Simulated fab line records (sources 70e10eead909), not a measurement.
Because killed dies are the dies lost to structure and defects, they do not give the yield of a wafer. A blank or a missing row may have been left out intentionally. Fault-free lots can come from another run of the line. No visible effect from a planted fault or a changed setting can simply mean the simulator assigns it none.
fab line records	flow nand_harc
record: lots: 6	wafers: 18	last_day: 32
route steps=1302 shown A_CHANNEL_HOLE_D2@600 A_CHANNEL_FILL_D2@610 A_STAIRCASE@639 END@1301
lots untouched by any fault: they come from a run of this same line in which no faults occurred
start_h: the number of hours between the record's first day and the start of the first shown wafer of the lot	wait_h: hours since the lot's step before	" unchanged from the row above	L1.1+2: a row that stands for several wafers	- no value, or no start was given	* or withheld: withheld	< > ~ a bound
route shown NAME@n: names a module that has steps shown in the file, with the first one's number in the route	usual: mean/standard deviation of fault-free wafers	same: alike in all rows	chamber/n: place in a boat	sites: the reading at each site	_std_site: standard deviation across them	_edge_site: outer sites' mean less inner sites'	radius_mm: for every site, how far away it sits from the centre of the wafer	mask NAME#n: copy n	behind: the last tool/chamber to shape the wafer	hold: what put the lot on hold/how long, in hours/how the hold closed	device: transistor that didn't switch, given as n, p or np	end of line: at the end of the route, the tests of the same wafers	a step without rows: its recipe alone	killed: the dies lost at the first sort to structure and to defects; this is not the yield of the wafer	map: dies across one wafer; x = killed, . = not, _ = none there
set.NAME: setting as actually run; set.NAME@STEP: the setting as run at that earlier step	model.NAME: the simulator's own value behind a step, which no gauge read
lots at selected steps of the route; one table per step, one row per wafer
services: a tool's chamber out of use, with start hour (start_h, from the record's first day; less than 0 if before it), hours out, and reason
== steps ==
step: NHARC_A_CHANNEL_HOLE_D2_STRIP_41
recipe: n2_flow_sccm: 150	h2_flow_sccm: 150	ar_flow_sccm: 0	bias_w: 0	chemistry: N2/H2
step: NHARC_A_CHANNEL_HOLE_D2_STRIP_42
recipe: cf4_flow_sccm: 100	chf3_flow_sccm: 30	ar_flow_sccm: 0	bias_w: 0	chemistry: CF4/CHF3
step: NHARC_A_CHANNEL_HOLE_D2_STRIP_43
recipe: o2_flow_sccm: 400	cos_flow_sccm: 20	ar_flow_sccm: 0	bias_w: 0	chemistry: O2/COS
step: NHARC_A_CHANNEL_HOLE_D2_ETCH_44
recipe: target_depth_a: 1400	overetch_a: 140	time_s: 77	ion_energy_ev: 100	cf4_flow_sccm: 80	o2_flow_sccm: 20	ar_flow_sccm: 0	rf_w: 300	bias_w: 100	chemistry: CF4/O2
usual: drypump_motor_current_A: 5.8/0.48	oes_product_au: 1.000/0.0096	rf_fwd_power_W: 297.6/1.1	rf_vpp_V: 197.6/1.2	showerhead_plenum_p_Torr: 1.33/0.047	throttle_valve_pct: 13.397/0.0094
lot.wafer	tool	chamber	start_h	wait_h	drypump_motor_current_A	oes_product_au	rf_fwd_power_W	rf_hours_counter_h	rf_vpp_V	showerhead_plenum_p_Torr	throttle_valve_pct
L955.4	rie_diel-04	3	310.86	0.1	6.6	0.988	297.6	9	198.0	1.31	13.386
L955.1	"	2	"	"	5.8	1.001	298.1	7	198.8	1.38	13.411
L955.6	"	0	"	"	5.7	1.008	297.4	-	197.9	1.34	13.388
L968.1	rie_diel-04	1	457.97	0.1	5.7	1.003	297.8	6	197.6	1.25	13.392
L968.3	"	2	"	"	5.9	0.995	297.2	5	198.3	1.38	13.402
L968.5	"	1	"	"	5.7	0.995	298.5	-	195.5	1.25	13.382
L970.4	rie_diel-04	0	471.20	0.1	5.7	0.995	298.4	7	197.5	1.34	13.412
L970.1	"	2	"	"	5.8	0.995	299.0	6	199.5	1.37	13.398
L970.3	"	3	"	"	6.6	0.987	296.4	6	197.4	1.31	13.403
L971.2	rie_diel-09	0	478.25	0.0	4.9	1.003	298.2	12	196.6	1.25	13.397
L971.4	"	1	"	"	5.4	1.000	297.2	6	197.3	1.33	13.413
L971.6	"	0	"	"	4.9	1.002	298.2	-	196.1	1.25	13.399
L973.2	rie_diel-08	3	506.16	0.1	6.0	1.003	298.4	7	199.0	1.41	13.391
L973.1	"	0	"	"	5.5	1.006	297.2	6	199.0	1.30	13.383
L973.4	"	2	"	"	6.7	1.004	298.4	7	197.8	1.33	13.380
L975.3	rie_diel-08	2	520.12	0.1	6.7	1.008	297.5	8	197.3	1.33	13.400
L975.1	"	3	"	"	6.0	1.007	297.7	8	198.9	1.41	13.395
L975.4	"	0	"	"	5.5	0.998	297.4	8	196.8	1.30	13.390
step: NHARC_A_CHANNEL_HOLE_D2_STRIP_28
recipe: o2_flow_sccm: 500	ar_flow_sccm: 0	bias_w: 0	chemistry: O2
usual: drypump_motor_current_A: 5.9/0.49	oes_product_au: 1.000/0.011	rf_vpp_V: 57.8/0.91	showerhead_plenum_p_Torr: 3.52/0.12	throttle_valve_pct: 17.037/0.0084
lot.wafer	tool	chamber	start_h	wait_h	drypump_motor_current_A	oes_product_au	rf_hours_counter_h	rf_vpp_V	showerhead_plenum_p_Torr	throttle_valve_pct
L955.1	rie_diel-04	3	-	-	6.6	0.994	9	58.0	3.47	17.033
L955.4	"	1	"	"	5.7	0.985	8	56.7	3.32	17.044
L955.6	"	0	"	"	5.7	0.996	-	59.0	3.55	17.050
L968.3	rie_diel-04	2	-	-	5.8	0.991	5	58.7	3.63	17.044
L968.1	"	0	"	"	5.7	0.990	7	57.1	3.54	17.045
L968.5	"	2	"	"	5.8	0.997	-	58.9	3.63	17.039
L970.4	rie_diel-04	3	-	-	6.6	0.983	6	58.6	3.47	17.041
L970.1	"	0	"	"	5.7	1.002	7	57.8	3.54	17.034
L970.3	"	2	"	"	5.8	0.997	6	59.0	3.63	17.044
L971.4	rie_diel-09	2	-	-	6.4	0.984	12	57.3	3.59	17.045
L971.2	"	3	"	"	5.2	1.004	12	58.3	3.46	17.019
L971.6	"	0	"	"	5.0	0.997	-	57.5	3.31	17.041
L973.4	rie_diel-08	3	-	-	6.0	1.001	7	57.7	3.72	17.035
L973.1	"	1	"	"	6.0	1.010	7	58.4	3.57	17.037
L973.2	"	2	"	"	6.7	1.015	7	57.2	3.52	17.040
L975.3	rie_diel-08	2	-	-	6.8	1.006	8	58.0	3.52	17.031
L975.4	"	0	"	"	5.5	0.996	8	56.8	3.45	17.046
L975.1	"	1	"	"	6.0	1.006	8	56.8	3.57	17.039
step: NHARC_A_CHANNEL_HOLE_D2_PRECLEAN_29
recipe: time_s: *	temp_c: 50	bath_age_min: 0	chemistry: SC1
step: NHARC_A_CHANNEL_HOLE_D2_SRD_30
step: NHARC_A_CHANNEL_HOLE_D2_CD_MEAS_31
usual: cd_nm: 89.9/1.3
lot.wafer	tool	chamber	start_h	wait_h	cd_nm
L955.1	cd_sem-02	-	311.65	-	89.0
L955.4	"	-	"	"	90.7
L955.6	"	-	"	"	87.3
L968.1	cd_sem-02	-	458.76	-	90.4
L968.3	"	-	"	"	89.3
L968.5	"	-	"	"	90.4
L970.1	cd_sem-03	-	472.01	-	88.5
L970.3	"	-	"	"	89.3
L970.4	"	-	"	"	88.6
L971.2	cd_sem-01	-	479.05	-	93.4
L971.4	"	-	"	"	90.6
L971.6	"	-	"	"	92.0
L973.1	cd_sem-03	-	506.95	-	90.4
L973.2	"	-	"	"	91.5
L973.4	"	-	"	"	87.3
L975.1	cd_sem-01	-	520.91	-	91.1
L975.3	"	-	"	"	88.1
L975.4	"	-	"	"	88.7
step: NHARC_A_CHANNEL_HOLE_D2_XSEM_32
recipe: landing_energy_ev: 35000
step: NHARC_A_CHANNEL_HOLE_D2_INSPECT_40
usual: raw_defect_count: 280/83
lot.wafer	tool	chamber	start_h	wait_h	raw_defect_count
L955.1	defect_inspect-02	-	311.84	-	306
L955.4	"	-	"	"	288
L955.6	"	-	"	"	227
L968.1	defect_inspect-02	-	458.94	-	284
L968.3	"	-	"	"	346
L968.5	"	-	"	"	231
L970.1	defect_inspect-02	-	472.19	-	302
L970.3	"	-	"	"	224
L970.4	"	-	"	"	220
L971.2	defect_inspect-01	-	479.23	-	179
L971.4	"	-	"	"	194
L971.6	"	-	"	"	190
L973.1	defect_inspect-01	-	507.14	-	225
L973.2	"	-	"	"	295
L973.4	"	-	"	"	228
L975.1	defect_inspect-01	-	521.11	-	211
L975.3	"	-	"	"	336
L975.4	"	-	"	"	226
step: NHARC_A_CHANNEL_FILL_D2_PRECLEAN_00
recipe: time_s: *	temp_c: 50	bath_age_min: 0	chemistry: SC1
step: NHARC_A_CHANNEL_FILL_D2_SRD_01
step: NHARC_A_CHANNEL_FILL_D2_ALD_02
recipe: target_thk_a: 60	pulse_time_s: 10	ald_cycles: 60	temp_c: 300	material: SiO2
usual: ald_cycles: 60/0	heater_power_outer_w: 250/23	heater_power_w: 459/38	precursor_pulse_height_rel: 1.002/0.02
lot.wafer	tool	chamber	start_h	wait_h	ald_cycles	heater_power_outer_w	heater_power_w	precursor_pulse_height_rel
L955.1	ald_hk-01	1	312.11	-	60	245	451	0.973
L955.4	"	3	"	"	60	266	492	1.004
L955.6	"	1	"	"	60	238	426	0.994
L968.1	ald_hk-04	1	459.21	-	-	-	-	-
L968.3	"	2	"	"	-	-	-	-
L968.5	"	1	"	"	-	-	-	-
L970.1	ald_hk-04	1	472.39	-	-	-	-	-
L970.3	"	2	"	"	-	-	-	-
L970.4	"	0	"	"	-	-	-	-
L971.4	ald_hk-04	0	479.58	-	60	232	461	1.014
L971.2	"	3	"	"	60	250	452	1.019
L971.6	"	0	"	"	60	235	465	1.020
L973.4	ald_hk-04	1	507.34	-	60	236	439	1.021
L973.1	"	2	"	"	60	293	517	1.046
L973.2	"	0	"	"	60	239	459	1.034
L975.1	ald_hk-02	1	521.37	-	60	242	481	1.020
L975.4	"	2	"	"	60	262	486	0.984
L975.3	"	3	"	"	60	214	392	0.991
step: NHARC_A_CHANNEL_FILL_D2_ALD_03
recipe: target_thk_a: 60	pulse_time_s: 60	ald_cycles: 58	temp_c: 630	pressure_torr: 2	material: SiNx
step: NHARC_A_CHANNEL_FILL_D2_ALD_14
recipe: target_thk_a: 25	pulse_time_s: 10	ald_cycles: 25	temp_c: 300	material: SiO2
step: NHARC_A_CHANNEL_FILL_D2_ALD_15
recipe: target_thk_a: 20	pulse_time_s: 60	ald_cycles: 19	temp_c: 630	pressure_torr: 2	material: SiNx
step: NHARC_A_CHANNEL_FILL_D2_ALD_16
recipe: target_thk_a: 15	pulse_time_s: 10	ald_cycles: 15	temp_c: 300	material: SiO2
usual: heater_power_outer_w: 253/22	heater_power_w: 466/40	precursor_pulse_height_rel: 1.001/0.018
same: ald_cycles: 15
lot.wafer	tool	chamber	start_h	wait_h	heater_power_outer_w	heater_power_w	precursor_pulse_height_rel
L955.1	ald_hk-02	2	323.05	0.1	253	487	1.041
L955.4	"	0	"	"	225	394	1.001
L955.6	"	1	"	"	234	455	1.000
L968.1	ald_hk-02	2	471.39	0.0	266	488	1.020
L968.3	"	1	"	"	245	487	1.010
L968.5	"	2	"	"	263	469	0.978
L970.3	ald_hk-02	1	484.53	0.0	248	471	0.994
L970.4	"	3	"	"	212	391	1.002
L970.1	"	0	"	"	231	395	1.008
L971.2	ald_hk-02	3	491.93	0.2	202	390	0.986
L971.4	"	0	"	"	229	404	1.019
L971.6	"	2	"	"	271	461	1.003
L973.2	ald_hk-02	0	519.44	0.0	228	406	1.006
L973.4	"	1	"	"	247	489	0.999
L973.1	"	3	"	"	206	406	0.991
L975.3	ald_hk-01	2	532.01	0.2	277	538	0.989
L975.1	"	0	"	"	261	457	1.019
L975.4	"	1	"	"	236	436	0.960
step: NHARC_A_CHANNEL_FILL_D2_ANNEAL_17
recipe: temp_c: 850	time_s: 1800
step: NHARC_A_CHANNEL_FILL_D2_CVD_18
recipe: target_thk_a: 30	temp_c: 550	material: poly-Si
step: NHARC_A_CHANNEL_FILL_D2_ETCHBACK_19
recipe: target_depth_a: 50	time_s: 1.7	hbr_flow_sccm: 150	cl2_flow_sccm: 50	rf_w: 400	icp_w: 400	bias_w: 100	chemistry: HBr/Cl2
step: NHARC_A_CHANNEL_FILL_D2_ETCHBACK_20
recipe: target_depth_a: 270	time_s: 13.5	c4f8_flow_sccm: withheld	o2_flow_sccm: 8	ar_flow_sccm: withheld	rf_w: 600	bias_w: 1500	chemistry: C4F8/O2/Ar
step: NHARC_A_CHANNEL_FILL_D2_STRIP_28
recipe: time_s: 20	o2_flow_sccm: 500	ar_flow_sccm: 0	bias_w: 0	chemistry: O2
step: NHARC_A_CHANNEL_FILL_D2_PRECLEAN_21
recipe: time_s: 30	chemistry: dHF
step: NHARC_A_CHANNEL_FILL_D2_SRD_23
step: NHARC_A_CHANNEL_FILL_D2_CVD_05
recipe: target_thk_a: 50	temp_c: 550	material: poly-Si
step: NHARC_A_CHANNEL_FILL_D2_ANNEAL_22
recipe: temp_c: 620	time_s: 7200
step: NHARC_A_CHANNEL_FILL_D2_ALD_25
recipe: target_thk_a: 600	pulse_time_s: 10	ald_cycles: 600	temp_c: 300	material: SiOx
step: NHARC_A_CHANNEL_FILL_D2_ETCHBACK_08
recipe: target_depth_a: 2200	time_s: 110	c4f8_flow_sccm: 20	ar_flow_sccm: withheld	rf_w: 600	bias_w: 300	chemistry: C4F8
step: NHARC_A_CHANNEL_FILL_D2_STRIP_29
recipe: time_s: 20	o2_flow_sccm: 500	ar_flow_sccm: 0	bias_w: 0	chemistry: O2
step: NHARC_A_CHANNEL_FILL_D2_PRECLEAN_30
recipe: time_s: 30	chemistry: dHF
step: NHARC_A_CHANNEL_FILL_D2_SRD_31
step: NHARC_A_CHANNEL_FILL_D2_CVD_09
recipe: target_thk_a: 1500	temp_c: 620	pressure_mtorr: 200	time_s: 3000	material: poly-Si
step: NHARC_A_CHANNEL_FILL_D2_CMP_10
recipe: target_thk_nm: 150
usual: motor_current_A: 12.6/1.2	pad_life_wafers: 196/93	retaining_ring_pressure_frac: 1.000/0.005	slurry_filter_dp_kPa: 13.48/0.15	time_to_endpoint_s: 16/3.4
lot.wafer	tool	chamber	start_h	wait_h	motor_current_A	pad_life_wafers	retaining_ring_pressure_frac	slurry_filter_dp_kPa	time_to_endpoint_s
L955.1	cmp-04	0	358.09	0.4	10.7	120	0.994	13.49	18
L955.4	"	3	"	"	11.6	123	1.000	13.53	11
L955.6	"	1	"	"	13.4	-	1.003	13.42	17
L968.3	cmp-01	3	507.08	0.4	12.5	84	0.997	13.81	19
L968.1	"	2	"	"	13.0	87	1.003	13.63	18
L968.5	"	3	"	"	12.4	-	1.003	13.72	16
L970.1	cmp-04	0	520.00	0.4	11.3	54	0.997	13.60	21
L970.3	"	2	"	"	12.2	56	0.999	13.71	14
L970.4	"	3	"	"	12.1	57	1.004	13.81	14
L971.2	cmp-04	3	527.27	0.4	11.3	96	0.997	13.43	12
L971.4	"	0	"	"	11.6	97	1.002	13.53	18
L971.6	"	0	"	"	11.9	-	1.002	13.48	17
L973.1	cmp-04	2	555.34	0.4	11.9	228	0.996	13.29	13
L973.4	"	3	"	"	11.9	229	1.010	13.68	12
L973.2	"	0	"	"	11.7	230	0.988	13.43	18
L975.1	cmp-04	3	566.97	0.4	11.1	277	0.993	13.57	11
L975.3	"	0	"	"	11.1	278	1.002	13.32	19
L975.4	"	1	"	"	13.2	279	1.003	13.63	16
step: NHARC_A_CHANNEL_FILL_D2_SRD_12
step: NHARC_A_CHANNEL_FILL_D2_RTA_24
recipe: temp_c: 1000	time_s: 5
step: NHARC_A_CHANNEL_FILL_D2_INSPECT_13
usual: raw_defect_count: 335/110
lot.wafer	tool	chamber	start_h	wait_h	raw_defect_count
L955.1	defect_inspect-01	-	358.79	0.2	371
L955.4	"	-	"	"	304
L955.6	"	-	"	"	296
L968.1	defect_inspect-02	-	507.70	0.2	461
L968.3	"	-	"	"	373
L968.5	"	-	"	"	359
L970.1	defect_inspect-02	-	520.61	0.2	219
L970.3	"	-	"	"	235
L970.4	"	-	"	"	160
L971.2	defect_inspect-01	-	527.89	0.1	251
L971.4	"	-	"	"	334
L971.6	"	-	"	"	235
L973.1	defect_inspect-02	-	556.12	0.2	316
L973.2	"	-	"	"	354
L973.4	"	-	"	"	274
L975.1	defect_inspect-01	-	567.73	0.2	322
L975.3	"	-	"	"	292
L975.4	"	-	"	"	302
step: NHARC_A_STAIRCASE_DEP_156
recipe: target_thk_a: 500	temp_c: 400	target_thk_nm: 50	flow_sccm: 200	rf_w: 450	material: SiNx
usual: heater_power_outer_w: 412/51	heater_power_w: 686/79	rf_fwd_power_W: 448.3/1.3
lot.wafer	tool	chamber	start_h	wait_h	heater_power_outer_w	heater_power_w	rf_fwd_power_W
L955.1	pecvd-04	2	358.92	0.1	428	737	451.0
L955.6	"	1	"	"	475	807	448.8
L955.4	"	2	"	"	436	756	449.1
L968.1	pecvd-02	2	507.76	0.1	477	722	446.5
L968.3	"	1	"	"	451	708	447.1
L968.5	"	1	"	"	461	731	448.3
L970.3	pecvd-02	0	520.71	0.1	319	487	447.0
L970.1	"	1	"	"	386	645	447.9
L970.4	"	2	"	"	491	741	450.3
L971.2	pecvd-03	0	528.07	0.2	413	639	446.8
L971.4	"	1	"	"	399	676	448.2
L971.6	"	0	"	"	404	662	445.8
L973.2	pecvd-02	2	556.18	0.1	478	737	446.2
L973.1	"	0	"	"	366	548	447.6
L973.4	"	2	"	"	479	766	446.8
L975.1	pecvd-03	0	567.80	0.1	472	736	448.0
L975.3	"	1	"	"	492	812	450.1
L975.4	"	2	"	"	364	661	448.5
step: NHARC_A_STAIRCASE_DEHYDRATE_158
recipe: temp_c: 150	time_s: 120
step: NHARC_A_STAIRCASE_HMDS_159
recipe: time_s: 30
step: NHARC_END_WLT_00
usual: VT_DECK1_BOTTOM: 0.866/0.0079	VT_DECK1_BOTTOM_INNER: 0.867/0.0079	VT_DECK1_MEDIAN_NEAR_BOTTOM: 0.868/0.0074	VT_DECK1_MEDIAN_NEAR_BOTTOM_INNER: 0.868/0.0075	VT_DECK1_MIDDLE: 0.879/0.0071	VT_DECK1_MIDDLE_INNER: 0.879/0.0072	VT_DECK1_TOP: 0.890/0.0074	VT_DECK1_TOP_INNER: 0.890/0.0072	VT_DECK2_BOTTOM: 0.871/0.0078	VT_DECK2_BOTTOM_INNER: 0.871/0.0075	VT_DECK2_MEDIAN_NEAR_BOTTOM: 0.872/0.0075	VT_DECK2_MEDIAN_NEAR_BOTTOM_INNER: 0.872/0.0079	VT_DECK2_MIDDLE: 0.884/0.0063	VT_DECK2_MIDDLE_INNER: 0.885/0.0065	VT_DECK2_TOP: 0.896/0.0071	VT_DECK2_TOP_INNER: 0.897/0.007
lot.wafer	tool	chamber	start_h	wait_h	hold	VT_DECK1_BOTTOM	VT_DECK1_BOTTOM_INNER	VT_DECK1_MEDIAN_NEAR_BOTTOM	VT_DECK1_MEDIAN_NEAR_BOTTOM_INNER	VT_DECK1_MIDDLE	VT_DECK1_MIDDLE_INNER	VT_DECK1_TOP	VT_DECK1_TOP_INNER	VT_DECK2_BOTTOM	VT_DECK2_BOTTOM_INNER	VT_DECK2_MEDIAN_NEAR_BOTTOM	VT_DECK2_MEDIAN_NEAR_BOTTOM_INNER	VT_DECK2_MIDDLE	VT_DECK2_MIDDLE_INNER	VT_DECK2_TOP	VT_DECK2_TOP_INNER
L955.1	prober-01	-	560.45	0.0	-	0.867	0.861	0.860	0.863	0.865	0.872	0.882	0.875	0.877	0.877	0.879	0.879	0.878	0.892	0.899	0.899
L955.4	"	-	561.97	1.6	-	0.856	0.865	0.852	0.864	0.866	0.865	0.882	0.884	0.885	0.881	0.880	0.879	0.877	0.889	0.909	0.894
L955.6	"	-	562.99	2.6	-	0.849	0.865	0.862	0.863	0.863	0.868	0.876	0.886	0.871	0.871	0.872	0.876	0.885	0.887	0.902	0.905
L968.1	prober-01	-	721.03	0.0	await_dispo/0.2h/release	5.943	6.009	6.000	5.966	6.005	5.994	6.023	6.006	6.017	6.004	6.015	6.009	6.005	5.979	5.995	5.969
L968.3	"	-	722.05	1.1	await_dispo/0.2h/release	6.028	6.019	6.030	6.044	6.005	6.025	5.968	5.981	5.984	6.011	5.994	6.056	6.043	5.971	5.968	6.024
L968.5	"	-	723.06	2.1	await_dispo/0.2h/release	5.976	6.005	6.028	6.009	5.999	6.020	5.975	6.016	5.993	5.966	6.023	5.945	5.947	6.062	6.010	5.998
L968.1	prober-01	-	728.82	7.3	-	5.976	6.023	6.053	5.978	5.995	6.019	5.971	6.054	6.017	5.964	5.979	5.978	5.997	5.969	5.990	6.030
L968.3	"	-	729.84	7.3	-	5.960	5.946	6.029	5.976	5.975	6.013	5.972	6.022	5.973	5.940	5.994	6.010	6.009	6.011	5.987	6.042
L968.5	"	-	730.85	7.3	-	6.022	5.975	5.927	6.027	5.963	6.016	5.970	5.988	5.967	6.006	6.044	5.999	5.999	6.055	5.972	5.970
L971.2	prober-02	-	726.73	0.6	-	0.859	0.863	0.859	0.863	0.880	0.881	0.893	0.889	0.875	0.866	0.884	0.886	0.891	0.889	0.899	0.899
L971.4	"	-	"	"	-	0.861	0.867	0.867	0.866	0.878	0.873	0.889	0.891	0.878	0.881	0.879	0.880	0.888	0.887	0.898	0.902
L971.6	"	-	728.72	2.5	-	0.864	0.869	0.861	0.869	0.871	0.876	0.887	0.891	0.877	0.880	0.879	0.881	0.883	0.896	0.894	0.897
L970.1	prober-01	-	728.82	2.7	await_dispo/0.2h/release	6.024	6.004	5.964	6.043	6.053	6.003	5.969	5.980	5.962	5.974	6.017	6.025	5.985	5.965	6.047	6.013
L970.3	"	-	729.83	3.7	await_dispo/0.2h/release	6.007	5.969	6.027	6.012	6.045	6.007	5.992	6.019	5.981	5.952	5.959	5.951	5.985	6.011	5.946	5.985
L970.4	"	-	"	"	await_dispo/0.2h/release	6.063	5.987	5.996	6.017	6.005	6.017	6.014	5.960	5.996	6.031	5.965	5.973	6.008	6.073	5.976	6.015
L970.1	prober-01	-	736.69	7.4	-	6.005	5.925	6.069	6.033	6.049	5.985	6.050	6.017	6.018	6.027	5.969	6.029	6.011	6.014	6.015	6.017
L970.3	"	-	737.69	7.4	-	6.027	5.944	6.001	5.983	6.021	6.011	6.030	6.017	5.956	5.999	5.928	5.967	6.021	5.995	6.070	6.017
L970.4	"	-	"	"	-	5.981	6.003	5.978	6.012	6.003	5.975	5.979	6.062	6.015	5.996	6.012	5.968	5.935	5.956	6.008	6.008
L973.1	prober-01	-	759.37	0.0	-	0.869	0.870	0.878	0.871	0.880	0.878	0.902	0.899	0.874	0.878	0.880	0.872	0.885	0.890	0.902	0.902
L973.2	"	-	"	"	-	0.863	0.860	0.875	0.869	0.887	0.882	0.890	0.892	0.879	0.873	0.877	0.887	0.893	0.896	0.906	0.894
L973.4	"	-	"	"	-	0.857	0.860	0.876	0.871	0.878	0.883	0.895	0.890	0.863	0.866	0.868	0.868	0.885	0.885	0.901	0.891
L975.1	prober-02	-	773.88	0.1	-	0.871	0.863	0.869	0.878	0.883	0.880	0.889	0.903	0.879	0.880	0.885	0.878	0.892	0.882	0.904	0.908
L975.3	"	-	774.88	1.1	-	0.873	0.880	0.879	0.879	0.882	0.888	0.900	0.893	0.870	0.879	0.879	0.876	0.884	0.883	0.908	0.896
L975.4	"	-	"	"	-	0.872	0.874	0.869	0.859	0.882	0.885	0.891	0.893	0.869	0.870	0.869	0.873	0.886	0.889	0.908	0.897
step: NHARC_END_SORT_01
recipe: temp_c: 25
usual: defect_limited_yield: 91.2/1.8	killed_at_array: 55/12	killed_at_other: 1.0/1.2	killed_at_periphery: 3.9/2.6	killed_dies: 60/12	killed_open: 3.3/1.9	killed_short: 2.5/1.8
same: gross_dies: 677
lot.wafer	tool	chamber	start_h	wait_h	defect_limited_yield[%]	killed_at_array	killed_at_other	killed_at_periphery	killed_dies	killed_open	killed_short
L955.1	prober-01	0	563.49	2.5	91.6	51	0	6	57	1	1
L955.4	prober-01	0	565.86	3.4	91.1	57	0	3	60	3	5
L955.6	prober-01	0	567.44	3.9	91.9	49	0	6	55	2	2
L971.2	prober-02	0	730.02	2.8	91.6	49	0	8	57	1	2
L971.4	prober-02	0	731.63	3.4	90.5	61	0	3	64	5	4
L971.6	prober-02	0	733.23	4.0	92.3	47	0	5	52	3	1
L973.1	prober-01	0	762.34	2.5	91.4	52	0	6	58	4	1
L973.2	prober-01	0	763.15	2.8	90.1	62	1	4	67	3	4
L973.4	prober-01	0	764.76	3.4	91.1	52	1	7	60	3	3
L975.1	prober-02	0	776.87	2.5	90.5	62	0	2	64	4	2
L975.3	prober-02	0	778.46	3.1	91.6	56	0	1	57	0	0
L975.4	prober-02	0	779.25	3.4	89.7	68	0	2	70	1	2
killed by level:class
L955.1 A_CHANNEL_HOLE_D1:chamber_film_flake=28 A_CONTACT:chamber_film_flake=11 A_CHANNEL_HOLE_D2:chamber_film_flake=7 P_M1:chamber_film_flake=2 P_BONDPAD:chamber_film_flake=2 A_STAIRCASE:chamber_film_flake=2 A_WL_FILL:chamber_film_flake=2 P_M0:geometric_particle:open=1
L955.4 A_CHANNEL_HOLE_D1:chamber_film_flake=28 A_CHANNEL_HOLE_D2:chamber_film_flake=9 A_CONTACT:chamber_film_flake=6 A_STAIRCASE:chamber_film_flake=4 A_WL_FILL:chamber_film_flake=2 P_CONTACT:geometric_particle:short=1 P_M1:geometric_particle:short=1 A_SOURCE_PLATE:geometric_particle:short=1
L955.6 A_CHANNEL_HOLE_D1:chamber_film_flake=28 A_CONTACT:chamber_film_flake=10 A_CHANNEL_HOLE_D2:chamber_film_flake=4 P_BONDPAD:chamber_film_flake=3 A_STAIRCASE:chamber_film_flake=3 P_M1:chamber_film_flake=2 P_STI:geometric_particle:short=1 A_ONON_D1:geometric_particle:open=1
L971.2 A_SLIT:chamber_film_flake=34 A_CHANNEL_HOLE_D1:chamber_film_flake=8 P_M1:chamber_film_flake=6 A_CONTACT:chamber_film_flake=4 P_M1:geometric_particle:short=1 A_ONON_D2:geometric_particle:short=1 A_WL_FILL:geometric_particle:open=1 P_ZERO_WELL:chamber_film_flake=1
L971.4 A_SLIT:chamber_film_flake=33 A_CHANNEL_HOLE_D1:chamber_film_flake=11 A_STAIRCASE:chamber_film_flake=5 A_CONTACT:chamber_film_flake=3 A_ONON_D1:geometric_particle:short=2 P_M1:geometric_particle:open=1 P_M1:geometric_particle:short=1 A_ONON_D1:geometric_particle:open=1
L971.6 A_SLIT:chamber_film_flake=29 A_CHANNEL_HOLE_D1:chamber_film_flake=8 A_DECK1_JOINT:geometric_particle:open=3 P_M1:chamber_film_flake=3 A_CONTACT:chamber_film_flake=3 A_ONON_D1:geometric_particle:short=1 P_GATE:chamber_film_flake=1 P_CONTACT:chamber_film_flake=1
L973.1 A_SLIT:chamber_film_flake=27 A_STAIRCASE:chamber_film_flake=9 A_CHANNEL_HOLE_D1:chamber_film_flake=8 P_STI:chamber_film_flake=2 A_DECK1_JOINT:chamber_film_flake=2 A_CONTACT:chamber_film_flake=2 P_GATE:geometric_particle:open=1 P_M1:geometric_particle:open=1
L973.2 A_SLIT:chamber_film_flake=32 A_CHANNEL_HOLE_D1:chamber_film_flake=9 A_STAIRCASE:chamber_film_flake=6 A_CONTACT:chamber_film_flake=4 P_ZERO_WELL:chamber_film_flake=3 A_ONON_D2:geometric_particle:short=2 A_WL_FILL:chamber_film_flake=2 A_ONON_D2:geometric_particle:open=1
L973.4 A_SLIT:chamber_film_flake=26 A_CHANNEL_HOLE_D1:chamber_film_flake=9 A_CONTACT:chamber_film_flake=5 A_STAIRCASE:chamber_film_flake=5 P_M1:chamber_film_flake=3 A_ZERO_WELL:chamber_film_flake=2 P_GATE:geometric_particle:short=1 P_GATE:geometric_particle:open=1
L975.1 A_CHANNEL_HOLE_D2:chamber_film_flake=18 A_CHANNEL_HOLE_D1:chamber_film_flake=12 A_CONTACT:chamber_film_flake=9 A_STAIRCASE:chamber_film_flake=6 A_SLIT:chamber_film_flake=6 A_WL_FILL:chamber_film_flake=2 A_CHANNEL_FILL_D1:geometric_particle:open=1 A_CHANNEL_FILL_D1:geometric_particle:short=1
L975.3 A_CHANNEL_HOLE_D2:chamber_film_flake=26 A_CHANNEL_HOLE_D1:chamber_film_flake=11 A_SLIT:chamber_film_flake=7 A_CONTACT:chamber_film_flake=6 A_STAIRCASE:chamber_film_flake=3 A_CHANNEL_FILL_D1:chamber_film_flake=2 P_ZERO_WELL:chamber_film_flake=1 A_DECK1_JOINT:chamber_film_flake=1
L975.4 A_CHANNEL_HOLE_D2:chamber_film_flake=28 A_CHANNEL_HOLE_D1:chamber_film_flake=12 A_CONTACT:chamber_film_flake=12 A_SLIT:chamber_film_flake=9 A_STAIRCASE:chamber_film_flake=3 A_WL_FILL:geometric_particle:short=2 P_GATE:chamber_film_flake=2 A_WL_FILL:geometric_particle:open=1
== services ==
tool	chamber	start_h	hours	kind
rie_diel-04	3	294.22	8.4	repair
ald_hk-01	-	298.54	10.0	pm
rie_diel-04	0	298.58	8.8	repair
rie_diel-08	3	299.46	7.4	repair
ald_hk-04	-	305.45	0.3	repair
cmp-04	-	307.47	4.0	pm
rie_diel-09	0	309.45	8.7	repair
cmp-04	-	332.34	18.0	repair
rie_diel-04	-	354.90	9.0	pm
rie_diel-08	0	367.15	6.7	repair
rie_diel-08	-	367.80	9.0	pm
cmp-04	-	405.47	4.0	pm
pecvd-02	-	408.13	13.0	pm
cmp-04	-	418.38	2.7	repair
ald_hk-04	-	433.73	10.0	pm
cmp-04	-	453.16	2.5	repair
rie_diel-04	-	476.52	1.2	repair
pecvd-02	-	481.12	0.6	repair
cmp-04	-	492.23	0.7	repair
cmp-04	-	503.47	4.0	pm
cmp-04	-	513.12	0.5	repair
ald_hk-02	-	528.47	10.0	pm
rie_diel-04	-	531.90	9.0	pm
rie_diel-08	-	544.80	9.0	pm
== key ==
first_sign: step: NHARC_A_CHANNEL_FILL_D2_ALD_02	reading: tool_record	direction: missing
effect: step: NHARC_END_WLT_00	reading: VT_DECK2_MIDDLE	direction: up	sigmas: 99+	usual: 0.884	struck: 5.996
met_at NHARC_A_CHANNEL_FILL_D2_ALD_02
struck_wafers L968.1,L968.3,L968.5,L970.1,L970.3,L970.4
tester_left_out L968,L970
fault: kind: skipped_step_whole	tool: ald_hk-04	chamber: -	onset_h: 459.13	steps: NHARC_A_CHANNEL_FILL_D2_ALD_02	scope: struck_lots_only
tester_left_out: of these lots the tester's yield and bins aren't shown, on N5 and GAA mostly nor the transistor test; their killed dies are dies lost to structure and defects alone, not to doping, threshold or leakage, so they don't give the yield
